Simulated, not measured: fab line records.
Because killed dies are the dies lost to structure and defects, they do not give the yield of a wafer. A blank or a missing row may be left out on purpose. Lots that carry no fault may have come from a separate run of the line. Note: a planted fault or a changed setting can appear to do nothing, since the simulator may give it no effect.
fab line records -- flow n5_finfet
record: lots: 7, wafers: 21
route steps=1938 shown SDB@373 DUMMY_REMOVAL@377 HKMG_FIN@427 MOL_CONTACT_COAG@579 BEOL_M0_SAQP@634 BEOL_M1@758
start_h: the number of hours between the record's first day and the start of the first shown wafer of the lot -- wait_h: time in hours since the lot's previous step -- " unchanged from the row above -- L1.1+2: several wafers, shown together as one row -- - no value, or no start given -- * or withheld: withheld -- < > ~ a bound
route shown NAME@n: a module of which the file shows steps, and the number in the route of the first -- usual: the fault-free wafers' mean and standard deviation -- same: alike in all rows -- chamber/n: place in a boat -- sites: the reading at each site -- _std_site: how widely they spread, as a standard deviation -- _edge_site: inner sites' mean taken away from outer sites' mean -- radius_mm: how far each site lies from the wafer's centre -- mask NAME#n: copy n -- behind: the most recent tool/chamber to have shaped the wafer -- hold: why the lot was held/for how many hours/how that ended -- device: whichever transistor did not switch (one of n, p or np) -- end of line: the same wafers' tests at the end of the route -- a step given without rows: its recipe and nothing more -- killed: dies that structure and defects cost at the first sort, which is not the same as the wafer's yield -- map: shows each die of a wafer: x if killed, . if not, _ if none is there
set.NAME: the setting the step ran with; set.NAME@STEP: the setting that earlier step ran with -- model.NAME: the simulator's own value behind a step, which no gauge read
one table per step and one row per wafer, for lots whose settings were changed on purpose
== steps ==
step: N5_SDB_ALD_29
recipe: material: SiNx, target_thk_a: 300, temp_c: 400, ald_precursor_family: SiH2I2, ald_co_reactant: N2/H2-plasma, pulse_time_s: 1, ald_cycles: 600, purge_time_s: 2, co_reactant_purge_time_s: 2, pressure_torr: 2
lot.wafer,tool,chamber,start_h,wait_h,set.ald_cycles,model.SiNx_of_SDB_ALD_29.thk_nm
L081.2,ald_sin-03,3,108.08,0.0,600,30
L081.4,ald_sin-03,0,108.08,0.0,600,29.8
L081.6,ald_sin-03,1,109.44,1.4,600,30.2
L082.4+5+6,ald_sin-01,"0,1,0",117.48,1.6,600,30.2
L085.2,ald_sin-02,3,133.75,0.1,600,29.6
L085.3,ald_sin-02,1,133.75,0.1,600,29.8
L085.4,ald_sin-02,2,133.75,0.1,653,32.4
L086.1+5,ald_sin-03,3,141.88,0.0,600,30
L086.3,ald_sin-03,2,141.88,0.0,600,30.2
L089.4+5+6,ald_sin-03,"0,1,0",159.85,0.0,600,29.8
L090.2+3,ald_sin-02,"2,0",161.72,0.0,600,30
L090.4,ald_sin-02,0,163.07,1.4,600,29.8
L097.4,ald_sin-02,1,205.26,0.0,688,34.4
L097.5,ald_sin-02,3,206.61,1.4,600,29.8
L097.6,ald_sin-02,2,206.61,1.4,600,30
step: N5_SDB_CMP_30
recipe: stop_on: poly-Si, t_overpolish_s: 1.54, post_cmp_clean: alkaline_brush, down_force_psi: 4.1491, platen_rpm: 51.796, pad_velocity_m_s: 1.0306, target_thk_nm: 30
lot.wafer,tool,chamber,start_h,wait_h,set.ald_cycles@SDB_ALD_29,model.SiNx_of_SDB_ALD_29.thk_nm
L081.2,cmp-01,3,111.39,1.9,600,30
L081.4,cmp-01,0,111.39,1.9,600,29.8
L081.6,cmp-01,3,111.39,1.9,600,30.2
L082.4+6+5,cmp-04,"1,0,1",120.41,1.6,600,30.2
L085.3,cmp-03,3,136.49,1.4,600,29.8
L085.4,cmp-03,0,136.49,1.4,653,29.2
L085.2,cmp-03,2,136.49,1.4,600,29.6
L086.3,cmp-01,3,144.82,1.6,600,30.2
L086.1+5,cmp-01,"0,1",144.82,1.6,600,30
L089.4+5+6,cmp-01,"2,3,0",162.70,1.5,600,29.8
L090.2+3,cmp-01,"1,3",164.46,1.4,600,30
L090.4,cmp-01,2,164.46,1.4,600,29.8
L097.4,cmp-04,3,208.17,1.6,688,28.8
L097.5,cmp-04,1,208.17,1.6,600,29.8
L097.6,cmp-04,2,208.17,1.6,600,30
step: N5_DUMMY_REMOVAL_HM_STRIP_01
recipe: chemistry: CH3F/O2, material: SiNx, target_depth_a: 40, stop_on: poly-Si, time_s: 6.8, over_etch_frac: 0.3, ion_energy_ev: 60, power_w: 410, bias_w: 29, Ar_flow_sccm: 150, CH3F_flow_sccm: 30, O2_flow_sccm: 20
lot.wafer,tool,chamber,start_h,wait_h,set.ald_cycles@SDB_ALD_29,model.SiNx_of_SDB_ALD_29.thk_nm
L081.2,rie_diel-01,3,111.76,0.1,600,29.4
L081.4,rie_diel-01,0,111.76,0.1,600,29.2
L081.6,rie_diel-01,2,111.76,0.1,600,29.6
L082.4+5+6,rie_diel-01,"1,0,3",120.73,0.0,600,29.6
L085.2,rie_diel-01,3,136.84,0.0,600,29
L085.3,rie_diel-01,0,136.84,0.0,600,29.2
L085.4,rie_diel-01,2,136.84,0.0,653,28.4
L086.1+5,rie_diel-04,0,145.14,0.1,600,29.4
L086.3,rie_diel-04,3,145.14,0.1,600,29.6
L089.4+5+6,rie_diel-04,"3,0,1",163.08,0.2,600,29.2
L090.2,rie_diel-04,3,164.81,0.0,600,29.4
L090.3+4,rie_diel-04,"2,1",164.81,0.0,600,29.2
L097.4,rie_diel-05,3,208.48,0.1,688,28.4
L097.5,rie_diel-05,0,208.48,0.1,600,29.2
L097.6,rie_diel-05,3,208.48,0.1,600,29.4
step: N5_DUMMY_REMOVAL_STRIP_10
recipe: chemistry: N2/H2, time_s: 40, power_w: 100, temp_c: 40, pressure_mtorr: 100, rf_frequency_hz: 6e+07, bias_power_w: 3, n2_flow_sccm: 300, h2_flow_sccm: 300
step: N5_DUMMY_REMOVAL_PRECLEAN_07
recipe: chemistry: dHF, time_s: 30, temp_c: 25, dilution: withheld
lot.wafer,tool,chamber,start_h,wait_h,set.ald_cycles@SDB_ALD_29,model.SiNx_of_SDB_ALD_29.thk_nm
L081.2,wet_bench-04,1,111.89,0.1,600,29.2
L081.4,wet_bench-04,2,111.89,0.1,600,29
L081.6,wet_bench-04,5,111.89,0.1,600,29.4
L082.4+5+6,wet_bench-04,"3,7,1",120.86,0.1,600,29.4
L085.2,wet_bench-04,2,136.97,0.1,600,28.8
L085.3,wet_bench-04,6,136.97,0.1,600,29
L085.4,wet_bench-04,1,136.97,0.1,653,28.4
L086.1+5,wet_bench-06,"0,1",145.26,0.1,600,29.2
L086.3,wet_bench-06,7,145.26,0.1,600,29.4
L089.4+5+6,wet_bench-04,"2,7,6",163.21,0.1,600,29
L090.2,wet_bench-04,4,164.94,0.1,600,29.2
L090.3+4,wet_bench-04,"3,1",164.94,0.1,600,29
L097.4,wet_bench-04,0,208.61,0.1,688,28.2
L097.5,wet_bench-04,5,208.61,0.1,600,29
L097.6,wet_bench-04,6,208.61,0.1,600,29.2
step: N5_DUMMY_REMOVAL_DUMMY_REMOVE_02
recipe: chemistry: TMAH, temp_c: 70, target: poly-Si, stop_on: SiO2, target_depth_nm: 142, conc_wt_pct: 5, time_s: 57, dry: ipa_marangoni, rinse_time_s: 30, rinse_temp_c: 23
step: N5_DUMMY_REMOVAL_PRECLEAN_08
recipe: chemistry: NF3:NH3, afs_cycles: 2, temp_c: 30, time_s: 20, sublimation_temp_c: 180, sublimation_time_s: 60, pressure_torr: 3, rf_power_w: 30
step: N5_DUMMY_REMOVAL_PRECLEAN_04
recipe: chemistry: DHF, time_s: 37, temp_c: 25, dilution: 500:1
lot.wafer,tool,chamber,start_h,wait_h,set.ald_cycles@SDB_ALD_29,model.SiNx_of_SDB_ALD_29.thk_nm
L081.2,wet_bench-06,1,112.21,0.2,600,29.2
L081.4,wet_bench-06,0,112.21,0.2,600,29
L081.6,wet_bench-06,2,112.21,0.2,600,29.4
L082.4+5+6,wet_bench-04,"1,4,6",121.17,0.1,600,29.4
L085.2,wet_bench-06,3,137.28,0.2,600,28.8
L085.3,wet_bench-06,6,137.28,0.2,600,29
L085.4,wet_bench-06,1,137.28,0.2,653,28.2
L086.1+5,wet_bench-04,"4,0",145.58,0.2,600,29.2
L086.3,wet_bench-04,5,145.58,0.2,600,29.4
L089.4+5+6,wet_bench-03,"4,6,0",163.52,0.1,600,29
L090.2,wet_bench-03,2,165.26,0.2,600,29.2
L090.3+4,wet_bench-03,"7,6",165.26,0.2,600,29
L097.4,wet_bench-03,6,208.93,0.1,688,28
L097.5,wet_bench-03,7,208.93,0.1,600,29
L097.6,wet_bench-03,1,208.93,0.1,600,29.2
step: N5_HKMG_FIN_EXPOSE_09
recipe: mask_id: NWFM, na: 1.35, source_shape: conventional, sigma_outer: 0.8, polarization: unpolarized, dose_mj: 39.25
lot.wafer,tool,chamber,start_h,wait_h,mask,set.dose_mj
L081.2,arfi_scanner-02,0,116.77,-,NWFM#0,42.05
L081.4+6,arfi_scanner-02,0,116.77,-,NWFM#0,39.25
L082.4,arfi_scanner-02,0,125.64,-,NWFM#0,36.97
L082.5+6,arfi_scanner-02,0,125.64,-,NWFM#0,39.25
L085.2+4,arfi_scanner-03,0,141.59,-,NWFM#0,38.36
L085.3,arfi_scanner-03,0,141.59,-,NWFM#0,39.25
L086.1+3+5,arfi_scanner-01,0,150.27,-,NWFM#0,39.25
L089.4,arfi_scanner-02,0,167.85,-,NWFM#0,38.5
L089.5+6,arfi_scanner-02,0,167.85,-,NWFM#0,39.25
L090.2,arfi_scanner-01,0,169.45,-,NWFM#0,39.25
L090.3+4,arfi_scanner-01,0,169.45,-,NWFM#0,36.74
L097.4+5+6,arfi_scanner-02,0,213.32,-,NWFM#0,39.25
step: N5_HKMG_FIN_DEVELOP_11
recipe: develop_time_s: 30, developer: TMAH, resist: CAR-ArF, dev_temp_c: 23, rinse_liquid: diw, dry: air_spin
lot.wafer,tool,chamber,start_h,wait_h,set.develop_time_s
L081.2+4+6,litho_track-04,0,-,-,30
L082.4+6,litho_track-04,0,-,-,34.25
L082.5,litho_track-04,0,-,-,30
L085.2+3+4,litho_track-03,0,-,-,30
L086.1+3+5,litho_track-03,0,-,-,30
L089.4+5,litho_track-01,0,-,-,33.87
L089.6,litho_track-01,0,-,-,30
L090.2+3,litho_track-01,0,-,-,30
L090.4,litho_track-01,0,-,-,24.97
L097.4+5+6,litho_track-01,0,-,-,30
step: N5_HKMG_FIN_CD_MEAS_12
recipe: target_cd_nm: 92.8, landing_energy_ev: 500, detector: se_inlens
usual: cd_nm: 92.8/0.87
lot.wafer,tool,chamber,start_h,wait_h,set.dose_mj@HKMG_FIN_EXPOSE_09,cd_nm
L081.2,cd_sem-01,0,116.89,-,42.05,96.2
L081.4,cd_sem-01,0,116.89,-,39.25,91.9
L081.6,cd_sem-01,0,116.89,-,39.25,92.2
L082.4,cd_sem-01,0,125.76,-,36.97,89.2
L082.5,cd_sem-01,0,125.76,-,39.25,92.5
L082.6,cd_sem-01,0,125.76,-,39.25,92.9
L085.2,cd_sem-01,0,141.71,-,38.36,91.0
L085.3,cd_sem-01,0,141.71,-,39.25,91.8
L085.4,cd_sem-01,0,141.71,-,38.36,90.8
L086.1,cd_sem-03,0,150.40,-,39.25,92.7
L086.3,cd_sem-03,0,150.40,-,39.25,92.9
L086.5,cd_sem-03,0,150.40,-,39.25,93.6
L089.4,cd_sem-03,0,167.96,-,38.5,89.9
L089.5,cd_sem-03,0,167.96,-,39.25,92.4
L089.6,cd_sem-03,0,167.96,-,39.25,91.9
L090.2,cd_sem-02,0,169.57,-,39.25,92.1
L090.3,cd_sem-02,0,169.57,-,36.74,88.3
L090.4,cd_sem-02,0,169.57,-,36.74,87.3
L097.4,cd_sem-02,0,213.43,-,39.25,91.1
L097.5,cd_sem-02,0,213.43,-,39.25,92.7
L097.6,cd_sem-02,0,213.43,-,39.25,92.3
step: N5_MOL_CONTACT_COAG_ALD_131
recipe: material: SiO2, target_thk_a: 50, temp_c: 100, ald_precursor_family: BDEAS, ald_co_reactant: O2-plasma, pulse_time_s: 1, co_reactant_pulse_time_s: 1, purge_time_s: 2, co_reactant_purge_time_s: 2, ald_cycles: 35, pressure_torr: 2
lot.wafer,tool,chamber,start_h,wait_h,set.ald_cycles,model.SiO2_of_MOL_CONTACT_COAG_ALD_131.thk_nm
L081.2,ald_sin-02,1,138.28,0.1,35,5
L081.4+6,ald_sin-02,"3,1",138.28,0.1,32,4.6
L082.4,ald_sin-03,3,148.44,0.0,35,5
L082.5+6,ald_sin-03,"1,2",148.44,0.0,40,5.8
L085.2+4,ald_sin-03,"1,2",164.91,0.1,35,5
L085.3,ald_sin-03,0,164.91,0.1,32,4.6
L086.1+3+5,ald_sin-02,"0,1,0",176.00,0.1,35,5
L089.4+5+6,ald_sin-03,"0,0,3",192.81,0.1,35,5
L090.2+3+4,ald_sin-02,"3,2,1",193.21,0.1,35,5
L097.4,ald_sin-02,1,235.12,0.1,35,5
L097.5+6,ald_sin-02,"0,1",235.12,0.1,38,5.4
step: N5_BEOL_M0_SAQP_HM_DEP_02
recipe: material: TiN, target_thk_a: 120, temp_c: 25, chamber_pressure_pa: 0.49996
lot.wafer,tool,chamber,start_h,wait_h,set.target_thk_a,model.TiN_of_BEOL_M0_SAQP_HM_DEP_02.thk_nm
L081.2,pvd_sputter-02,-,145.52,0.6,120,12
L081.4,pvd_sputter-02,-,145.52,0.6,128.2,13
L081.6,pvd_sputter-02,-,145.52,0.6,120,12.4
L082.4+6,pvd_sputter-01,-,156.78,1.6,120,12.2
L082.5,pvd_sputter-01,-,156.78,1.6,120,12
L085.2,pvd_sputter-02,-,171.42,0.2,120,11.8
L085.3,pvd_sputter-02,-,171.42,0.2,120,12.2
L085.4,pvd_sputter-02,-,171.42,0.2,113.5,11.4
L086.1,pvd_sputter-01,-,184.55,0.7,120,12.2
L086.3+5,pvd_sputter-01,-,184.55,0.7,120,12
L089.4+6,pvd_sputter-03,-,200.60,1.0,120,12
L089.5,pvd_sputter-03,-,200.60,1.0,104.3,10.4
L090.2+3,pvd_sputter-01,-,203.07,0.5,120,12.2
L090.4,pvd_sputter-01,-,203.07,0.5,133.7,13.4
L097.4,pvd_sputter-03,-,242.64,0.1,108.2,11
L097.5,pvd_sputter-03,-,242.64,0.1,108.2,10.8
L097.6,pvd_sputter-03,-,242.64,0.1,120,12.2
step: N5_BEOL_M0_SAQP_COAT_81
recipe: resist: SOC, temp_c: 250, time_s: 60, spin_rpm: 1500, resist_thk_nm: 100
lot.wafer,tool,chamber,start_h,wait_h,set.spin_rpm,model.SOC_of_BEOL_M0_SAQP_COAT_81.thk_nm
L081.2+4+6,litho_track-05,0,145.97,0.1,1500,100
L082.4,litho_track-04,0,157.25,0.1,1582,97.6
L082.5,litho_track-04,0,157.25,0.1,1500,100.2
L082.6,litho_track-04,0,157.25,0.1,1582,97.4
L085.2+3,litho_track-03,0,171.86,0.1,1500,99.6
L085.4,litho_track-03,0,171.86,0.1,1421,102.6
L086.1+3,litho_track-05,0,185.00,0.1,1500,100.2
L086.5,litho_track-05,0,185.00,0.1,1500,100
L089.4,litho_track-04,0,201.04,0.0,1500,100.8
L089.5,litho_track-04,0,201.04,0.0,1612,97.2
L089.6,litho_track-04,0,201.04,0.0,1500,100.4
L090.2+3,litho_track-04,0,203.88,0.1,1500,100.4
L090.4,litho_track-04,0,203.88,0.1,1500,100.6
L097.4+5+6,litho_track-05,0,243.09,0.0,1500,100
step: N5_BEOL_M0_SAQP_COAT_82
recipe: resist: SiARC, temp_c: 220, time_s: 60, spin_rpm: 1500, resist_thk_nm: 30
step: N5_BEOL_M0_SAQP_COAT_08
recipe: resist: CAR-ArF, spin_rpm: 1500, resist_thk_nm: 90
step: N5_BEOL_M0_SAQP_DESCUM_19
recipe: chemistry: O2, time_s: 7.9, source_power_w: 50, bias_power_w: 20, pressure_mtorr: 20, rf_frequency_hz: 2.712e+07, temp_c: 40, resist: CAR-ArF, o2_flow_sccm: 225
step: N5_BEOL_M0_SAQP_ETCH_83
recipe: chemistry: CF4, target: SiARC, target_depth_a: 390, mask_material: CAR-ArF, time_s: 65, ion_energy_ev: 80, pressure_mtorr: 40, source_w: 545, bias_w: 36, Ar_flow_sccm: 100, cf4_flow_sccm: 100, ends: cleared
step: N5_BEOL_M0_SAQP_ETCH_84
recipe: chemistry: N2/H2, target: SOC, target_depth_a: 1000, overetch_a: 200, mask_material: SiARC, temp_c: 40, time_s: 150, ion_energy_ev: 200, pressure_mtorr: 30, source_w: 840, bias_w: 150, n2_flow_sccm: 200, h2_flow_sccm: 200
lot.wafer,tool,chamber,start_h,wait_h,set.spin_rpm@BEOL_M0_SAQP_COAT_81,model.etch.depth_nm
L081.2,rie_diel-04,0,146.38,0.0,1500,99.91
L081.4,rie_diel-04,1,146.38,0.0,1500,99.95
L081.6,rie_diel-04,3,146.38,0.0,1500,100
L082.4,rie_diel-01,0,158.02,0.0,1582,97.68
L082.5,rie_diel-01,1,158.02,0.0,1500,100.2
L082.6,rie_diel-01,2,158.02,0.0,1582,97.36
L085.2,rie_diel-04,1,172.28,0.0,1500,99.57
L085.3,rie_diel-04,3,172.28,0.0,1500,99.66
L085.4,rie_diel-04,0,172.28,0.0,1421,102.7
L086.1,rie_diel-04,3,186.83,0.0,1500,100.2
L086.3+5,rie_diel-04,"1,0",186.83,0.0,1500,100.1
L089.4,rie_diel-01,2,201.46,0.0,1500,100.8
L089.5,rie_diel-01,1,201.46,0.0,1612,97.2
L089.6,rie_diel-01,2,201.46,0.0,1500,100.4
L090.2+3,rie_diel-01,"1,2",204.64,0.0,1500,100.5
L090.4,rie_diel-01,0,204.64,0.0,1500,100.6
L097.4,rie_diel-04,0,243.95,0.0,1500,99.97
L097.5,rie_diel-04,0,243.95,0.0,1500,99.92
L097.6,rie_diel-04,3,243.95,0.0,1500,100.1
step: N5_BEOL_M0_SAQP_STRIP_80
recipe: chemistry: N2/H2, temp_c: 40, n2_flow_sccm: 200, h2_flow_sccm: 200, rf_frequency_hz: 6e+07
step: N5_BEOL_M0_SAQP_HM_OPEN_112
recipe: chemistry: CHF3/O2, target: SiO2, stop_on: a-Si, target_depth_a: 120, over_etch_frac: 1.25, mask_material: SOC, time_s: 13.5, pressure_mtorr: 30, source_w: 650, bias_w: 170, Ar_flow_sccm: 200, CHF3_flow_sccm: 50, O2_flow_sccm: 5, ion_energy_ev: 200, ends: end_point
step: N5_BEOL_M0_SAQP_STRIP_113
recipe: chemistry: CHF3/O2, resist: SiARC, rf_frequency_hz: 6e+07
step: N5_BEOL_M0_SAQP_MANDREL_ETCH_20
recipe: target_depth_a: 600, chemistry: HBr/Cl2, target: a-Si, stop_on: SiNx, bt_time_s: 10, mask_material: SOC, over_etch_frac: 0.5, time_s: 30, pressure_mtorr: 10, icp_w: 800, bias_w: 75, HBr_flow_sccm: 150, Cl2_flow_sccm: 80, ends: end_point
lot.wafer,tool,chamber,start_h,wait_h,set.spin_rpm@BEOL_M0_SAQP_COAT_81,model.SOC_of_BEOL_M0_SAQP_COAT_81.thk_nm
L081.2,rie_si-05,3,146.57,0.0,1500,76
L081.4+6,rie_si-05,"2,1",146.57,0.0,1500,75.8
L082.4,rie_si-01,0,158.16,0.0,1582,72.6
L082.5,rie_si-01,3,158.16,0.0,1500,75.6
L082.6,rie_si-01,2,158.16,0.0,1582,73.6
L085.2,rie_si-05,0,172.47,0.0,1500,74.8
L085.3,rie_si-05,2,172.47,0.0,1500,75.8
L085.4,rie_si-05,1,172.47,0.0,1421,79
L086.1,rie_si-06,2,187.02,0.0,1500,75.4
L086.3+5,rie_si-06,1,187.02,0.0,1500,76.6
L089.4,rie_si-06,0,201.65,0.0,1500,77.6
L089.5,rie_si-06,0,201.65,0.0,1612,73.8
L089.6,rie_si-06,1,201.65,0.0,1500,77
L090.2,rie_si-06,1,204.83,0.0,1500,77.2
L090.3,rie_si-06,2,204.83,0.0,1500,75.6
L090.4,rie_si-06,3,204.83,0.0,1500,76.4
L097.4,rie_si-05,1,244.14,0.0,1500,76.4
L097.5,rie_si-05,0,244.14,0.0,1500,75.4
L097.6,rie_si-05,3,244.14,0.0,1500,76.2
step: N5_BEOL_M1_COAT_05
recipe: resist: CAR-EUV, spin_rpm: 1500, resist_thk_nm: 30
lot.wafer,tool,chamber,start_h,wait_h,set.spin_rpm,model.CAR-EUV_of_BEOL_M1_COAT_05.thk_nm
L081.2,litho_track-04,0,-,-,1500,30
L081.4+6,litho_track-04,0,-,-,1587,29.2
L082.4+6,litho_track-01,0,-,-,1500,30.2
L082.5,litho_track-01,0,-,-,1639,28.8
L085.2,litho_track-01,0,-,-,1608,29
L085.3+4,litho_track-01,0,-,-,1500,30
L086.1+3,litho_track-04,0,-,-,1500,30.2
L086.5,litho_track-04,0,-,-,1500,30
L089.4,litho_track-03,0,-,-,1500,30
L089.5+6,litho_track-03,0,-,-,1631,28.8
L090.2,litho_track-03,0,-,-,1359,31.6
L090.3+4,litho_track-03,0,-,-,1500,30
L097.4+5+6,litho_track-04,0,-,-,1500,30
step: N5_BEOL_M1_EBR_07
recipe: solvent: PGMEA, ebr_width_mm: 1.5
step: N5_BEOL_M1_SOFTBAKE_06
recipe: temp_c: 110, time_s: 60, resist: CAR-EUV
step: N5_BEOL_M1_DESCUM_16
recipe: chemistry: O2, time_s: 7, source_power_w: 50, bias_power_w: 20, pressure_mtorr: 20, rf_frequency_hz: 2.712e+07, temp_c: 40, resist: CAR-EUV, o2_flow_sccm: 225
step: N5_BEOL_M1_ETCH_74
recipe: chemistry: N2/H2, target: underlayer, target_depth_a: 65, mask_material: CAR-EUV, time_s: 5.2, ion_energy_ev: 200, pressure_mtorr: 30, source_w: 840, bias_w: 150, n2_flow_sccm: 200, h2_flow_sccm: 200, ends: cleared
step: N5_BEOL_M1_ETCH_63
recipe: chemistry: CF4, target: SiARC, target_depth_a: 156, mask_material: CAR-EUV, time_s: 26, ion_energy_ev: 80, pressure_mtorr: 40, source_w: 545, bias_w: 36, Ar_flow_sccm: 100, cf4_flow_sccm: 100, ends: cleared
lot.wafer,tool,chamber,start_h,wait_h,set.spin_rpm@BEOL_M1_COAT_05,model.CAR-EUV_of_BEOL_M1_COAT_05.thk_nm
L081.2,rie_diel-04,1,161.43,0.0,1500,11.2
L081.4+6,rie_diel-04,"2,0",161.43,0.0,1587,10.2
L082.4+6,rie_diel-05,"1,3",179.37,0.0,1500,11.4
L082.5,rie_diel-05,2,179.37,0.0,1639,10
L085.2,rie_diel-01,3,187.92,0.0,1608,10.2
L085.3,rie_diel-01,2,187.92,0.0,1500,11.2
L085.4,rie_diel-01,1,187.92,0.0,1500,11.4
L086.1+3+5,rie_diel-04,"1,0,1",201.34,0.0,1500,11.2
L089.4,rie_diel-04,1,214.71,0.0,1500,11.2
L089.5,rie_diel-04,2,214.71,0.0,1631,9.8
L089.6,rie_diel-04,0,214.71,0.0,1631,10
L090.2,rie_diel-04,2,221.90,0.0,1359,12.8
L090.3+4,rie_diel-04,"1,0",221.90,0.0,1500,11.2
L097.4+5+6,rie_diel-04,"1,0,3",259.21,0.0,1500,11.2
step: N5_BEOL_M1_ETCH_64
recipe: chemistry: N2/H2, target: SOC, target_depth_a: 750, overetch_a: 150, mask_material: SiARC, temp_c: 40, time_s: 112.5, ion_energy_ev: 200, pressure_mtorr: 30, source_w: 840, bias_w: 150, n2_flow_sccm: 200, h2_flow_sccm: 200
usual: rf_vpp_V: 525.0/1.8
lot.wafer,tool,chamber,start_h,wait_h,set.source_w,rf_vpp_V
L081.2,rie_diel-04,1,161.45,0.0,970.5,500.6
L081.4,rie_diel-04,2,161.45,0.0,840,524.7
L081.6,rie_diel-04,0,161.45,0.0,970.5,501.7
L082.4,rie_diel-05,1,179.40,0.0,840,525.4
L082.5,rie_diel-05,2,179.40,0.0,840,524.8
L082.6,rie_diel-05,3,179.40,0.0,787.1,537.0
L085.2,rie_diel-01,3,187.95,0.0,840,521.3
L085.3,rie_diel-01,2,187.95,0.0,840,523.2
L085.4,rie_diel-01,1,187.95,0.0,938.7,508.7
L086.1,rie_diel-04,1,201.37,0.0,840,527.0
L086.3,rie_diel-04,0,201.37,0.0,840,524.7
L086.5,rie_diel-04,1,201.37,0.0,840,526.1
L089.4,rie_diel-04,1,214.78,0.1,840,526.7
L089.5,rie_diel-04,2,214.78,0.1,970.3,502.1
L089.6,rie_diel-04,0,214.78,0.1,970.3,500.8
L090.2,rie_diel-04,2,221.93,0.0,840,525.0
L090.3,rie_diel-04,1,221.93,0.0,890.2,517.1
L090.4,rie_diel-04,0,221.93,0.0,890.2,515.4
L097.4,rie_diel-04,1,259.24,0.0,840,526.9
L097.5,rie_diel-04,0,259.24,0.0,840,526.7
L097.6,rie_diel-04,3,259.24,0.0,840,524.8
== key ==
split: step: N5_SDB_ALD_29, setting: ald_cycles, stated: 600, by: wafer
response: step: N5_SDB_ALD_29, reading: model.SiNx_of_SDB_ALD_29.thk_nm, change: +0.307, per: 1%, r: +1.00
response: step: N5_SDB_CMP_30, reading: model.SiNx_of_SDB_ALD_29.thk_nm, change: -0.0701, per: 1%, r: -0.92
response: step: N5_DUMMY_REMOVAL_HM_STRIP_01, reading: model.SiNx_of_SDB_ALD_29.thk_nm, change: -0.0661, per: 1%, r: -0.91
response: step: N5_DUMMY_REMOVAL_PRECLEAN_07, reading: model.SiNx_of_SDB_ALD_29.thk_nm, change: -0.0601, per: 1%, r: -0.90
response: step: N5_DUMMY_REMOVAL_PRECLEAN_04, reading: model.SiNx_of_SDB_ALD_29.thk_nm, change: -0.0761, per: 1%, r: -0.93
split: step: N5_HKMG_FIN_EXPOSE_09, setting: dose_mj, stated: 39.25, by: wafer
response: step: N5_HKMG_FIN_CD_MEAS_12, reading: cd_nm, change: +0.624, per: 1%, r: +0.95
split: step: N5_HKMG_FIN_DEVELOP_11, setting: develop_time_s, stated: 30, by: wafer
response none clear
split: step: N5_MOL_CONTACT_COAG_ALD_131, setting: ald_cycles, stated: 35, by: wafer
response: step: N5_MOL_CONTACT_COAG_ALD_131, reading: model.SiO2_of_MOL_CONTACT_COAG_ALD_131.thk_nm, change: +0.0512, per: 1%, r: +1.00
split: step: N5_BEOL_M0_SAQP_HM_DEP_02, setting: target_thk_a, stated: 120, by: wafer
response: step: N5_BEOL_M0_SAQP_HM_DEP_02, reading: model.TiN_of_BEOL_M0_SAQP_HM_DEP_02.thk_nm, change: +0.118, per: 1%, r: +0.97
split: step: N5_BEOL_M0_SAQP_COAT_81, setting: spin_rpm, stated: 1500, by: wafer
response: step: N5_BEOL_M0_SAQP_COAT_81, reading: model.SOC_of_BEOL_M0_SAQP_COAT_81.thk_nm, change: -0.493, per: 1%, r: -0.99
response: step: N5_BEOL_M0_SAQP_ETCH_84, reading: model.etch.depth_nm, change: -0.499, per: 1%, r: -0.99
response: step: N5_BEOL_M0_SAQP_MANDREL_ETCH_20, reading: model.SOC_of_BEOL_M0_SAQP_COAT_81.thk_nm, change: -0.523, per: 1%, r: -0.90
split: step: N5_BEOL_M1_COAT_05, setting: spin_rpm, stated: 1500, by: wafer
response: step: N5_BEOL_M1_COAT_05, reading: model.CAR-EUV_of_BEOL_M1_COAT_05.thk_nm, change: -0.15, per: 1%, r: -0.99
response: step: N5_BEOL_M1_ETCH_63, reading: model.CAR-EUV_of_BEOL_M1_COAT_05.thk_nm, change: -0.158, per: 1%, r: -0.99
split: step: N5_BEOL_M1_ETCH_64, setting: source_w, stated: 840, by: wafer
response: step: N5_BEOL_M1_ETCH_64, reading: rf_vpp_V, change: -1.5, per: 1%, r: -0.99
